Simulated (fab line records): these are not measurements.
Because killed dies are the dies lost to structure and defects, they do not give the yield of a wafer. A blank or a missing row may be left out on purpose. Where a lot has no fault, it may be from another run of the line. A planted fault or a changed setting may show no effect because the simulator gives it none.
Tool commonality check ; flow n5Finfet ; Sample size 9 lots and 27 wafers

== WHY IT WAS OPENED ==
Flagged at N5_BEOL_M3_OCD_MEAS_38: reading trenchDepthNm, on 2 of 9 lots. No-fault wafers: 55.2 nm, standard deviation 1.
Rule: a lot is flagged in two cases, either no wafer of it has a number, or all its wafers with numbers fall more than 4 standard deviations from that mean. All remaining lots are regarded as sound.

lot;measured;on;trenchDepthNm (nm), wafer by wafer;flag
L971;day 7 16:50;ocd-01;55.4 55.4 55.3;
L973;day 7 23:44;ocd-02;55.4 54.6 55.7;
L975;day 8 18:00;ocd-02;59.9 60.2 59.5;FLAGGED
L978;day 9 12:43;ocd-01;61.0 60.1 59.6;FLAGGED
L984;day 11 02:35;ocd-02;57.5 54.9 55.5;
L986;day 11 10:10;ocd-01;55.6 53.4 53.6;
L989;day 12 09:16;ocd-01;55.0 54.2 54.8;
L991;day 12 19:35;ocd-02;53.5 55.7 53.4;
L992;day 12 21:38;ocd-01;54.2 54.9 53.7;
Average over the flagged lots: 60.0 nm; offset from the usual +4.8 nm, equal to +5 standard deviations.

== WHICH TOOL RAN EACH LOT ==
The record holds 3 process steps before the reading, out of a route of 1938 steps. In each cell: the tool, then ch and the chambers that the sampled wafers went through, then the start.
lot;flag;N5_BEOL_M3_ETCH_64;N5_BEOL_M3_ALD_98;N5_BEOL_M3_TRENCH_ETCH_37
L971;;rieDiel-02 ch 1,2, day 7 12:50;aldSin-04 ch 0,3, day 7 13:58;rieDiel-02 ch 0,1, day 7 16:41
L973;;rieDiel-04 ch 0,1,3, day 7 14:02;aldSin-01 ch 0,2,3, day 7 15:34;rieDiel-02 ch 0,1,3, day 7 23:35
L975;FLAGGED;rieDiel-05 ch 1,2, day 8 13:51;aldSin-04 ch 0,2,3, day 8 16:14;rieDiel-02 ch 0,2,3, day 8 17:51
L978;FLAGGED;rieDiel-05 ch 0,1,2, day 9 11:16;aldSin-01 ch 0,1,3, day 9 12:13;rieDiel-02 ch 1,2,3, day 9 12:34
L984;;rieDiel-05 ch 0,2, day 10 19:11;aldSin-03 ch 0,3, day 10 20:41;rieDiel-04 ch 0,3, day 11 02:26
L986;;rieDiel-05 ch 1,3, day 11 08:41;aldSin-01 ch 0,3, day 11 09:40;rieDiel-05 ch 2,3, day 11 10:01
L989;;rieDiel-02 ch 0,1,2, day 12 00:05;aldSin-04 ch 0,1,2, day 12 01:50;rieDiel-02 ch 0,1,2, day 12 09:07
L991;;rieDiel-02 ch 0,1,2, day 12 11:03;aldSin-04 ch 2,3, day 12 12:12;rieDiel-05 ch 2,3, day 12 19:26
L992;;rieDiel-05 ch 0,2,3, day 12 15:23;aldSin-01 ch 0,1, day 12 16:31;rieDiel-02 ch 1,2, day 12 21:25
These steps, and what they do:
- N5_BEOL_M3_ETCH_64: etches SOC in N2/H2, target depth 75 nm, overetch 15 nm, time 112.5 s.
- N5_BEOL_M3_ALD_98: deposits SiO2, target thk 2.5 nm, pulse time 1 s, co reactant pulse time 1 s.
- N5_BEOL_M3_TRENCH_ETCH_37: etches SiOC in C4F6/O2, target depth 55.555 nm, time 29.2 s.
- N5_BEOL_M3_OCD_MEAS_38

== FLAGGED OVER TOTAL, TOOL BY TOOL (the gauges that took the reading come last) ==
step;tool;lots run;flagged;share of the flagged lots;sound lots run after its first flagged lot
N5_BEOL_M3_ETCH_64;rieDiel-02;3;0;none;-
N5_BEOL_M3_ETCH_64;rieDiel-04;1;0;none;-
N5_BEOL_M3_ETCH_64;rieDiel-05;5;2;all;3 (L984,L986,L992)
N5_BEOL_M3_ALD_98;aldSin-01;4;1;some;2 (L986,L992)
N5_BEOL_M3_ALD_98;aldSin-03;1;0;none;-
N5_BEOL_M3_ALD_98;aldSin-04;4;1;some;2 (L989,L991)
N5_BEOL_M3_TRENCH_ETCH_37;rieDiel-02;6;2;all;2 (L989,L992)
N5_BEOL_M3_TRENCH_ETCH_37;rieDiel-04;1;0;none;-
N5_BEOL_M3_TRENCH_ETCH_37;rieDiel-05;2;0;none;-
N5_BEOL_M3_OCD_MEAS_38;ocd-01;5;1;some;3 (L986,L989,L992)
N5_BEOL_M3_OCD_MEAS_38;ocd-02;4;1;some;2 (L984,L991)

== WHAT THE TABLE PERMITS ==
rieDiel-05 at N5_BEOL_M3_ETCH_64 and rieDiel-02 at N5_BEOL_M3_TRENCH_ETCH_37 are the 2 rows of the table that ran each flagged lot.
- rieDiel-05 at N5_BEOL_M3_ETCH_64: 2 of its 5 lots flagged. Sound lots followed the first flagged one (L984, L986, L992) on it, something a lasting fault affecting the whole tool could not allow.
- rieDiel-02 at N5_BEOL_M3_TRENCH_ETCH_37: 2 of its 6 lots flagged. Sound lots followed the first flagged one (L989, L992) on it, something a lasting fault affecting the whole tool could not allow. Its own readings (rfFwdPowerW, rfVppV) fall more than 4 standard deviations out on all wafers of the flagged lots.
None of the table's rows ran every flagged lot and, after the first, no sound lot.

== WHAT HAD BEEN PUT IN BY THE SIMULATOR ==
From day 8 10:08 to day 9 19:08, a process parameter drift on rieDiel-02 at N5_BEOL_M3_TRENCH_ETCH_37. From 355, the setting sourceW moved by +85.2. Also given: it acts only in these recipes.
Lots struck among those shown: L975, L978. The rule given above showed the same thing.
